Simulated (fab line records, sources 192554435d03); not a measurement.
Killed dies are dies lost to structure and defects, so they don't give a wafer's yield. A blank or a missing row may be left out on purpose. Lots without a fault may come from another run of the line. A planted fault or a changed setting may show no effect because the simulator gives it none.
Which tool did it? | flow n5_finfet | 9 lots, 27 wafers sampled, at 1 step of a route of 1938

WHAT THE GAUGES READ, wafer by wafer
N5_BEOL_M4_RC_MEAS_101.
lot  | measured     | on        | DIBL_N (mV/V)
L424 | day 8 21:33  | prober-02 | 36.7 34.8 35.7
L425 | day 9 07:25  | prober-01 | 40.0 40.9 35.9
L427 | day 9 09:58  | prober-02 | 37.3 36.1 35.4
L433 | day 11 17:28 | prober-01 | 38.3 39.4 38.6
L435 | day 11 17:46 | prober-02 | 38.6 36.4 38.8
L438 | day 12 16:20 | prober-01 | 36.3 36.5 36.8
L440 | day 13 08:45 | prober-02 | 36.0 32.4 38.2
L443 | day 13 21:25 | prober-01 | 38.1 37.5 37.7
L444 | day 14 20:04 | prober-01 | 38.1 39.1 38.8

WHICH TOOL RAN EACH LOT (tool, then ch and the chambers of the sampled wafers, then the start)
The record holds no process step before these readings.

THE ANSWER, worked out from the rows above alone
Rule: what is usual is taken from the lots themselves. Put in order of their means at a reading, lots are off if they are a third of the lots or fewer, leave a main group of 4 or more, and stand apart from it by a gap of 3 or more times the standard deviation of the main group's means; of several such gaps the widest counts. A main group whose means are all the same, to the digits that the tables above print for the reading, isn't used. A lot without any number at a reading at which 4 lots or more have one is off too. The other lots that the step has rows for count as sound.
No lot is off at any reading shown: from this, nothing can be told.

WHAT THE SIMULATOR HAD PUT IN
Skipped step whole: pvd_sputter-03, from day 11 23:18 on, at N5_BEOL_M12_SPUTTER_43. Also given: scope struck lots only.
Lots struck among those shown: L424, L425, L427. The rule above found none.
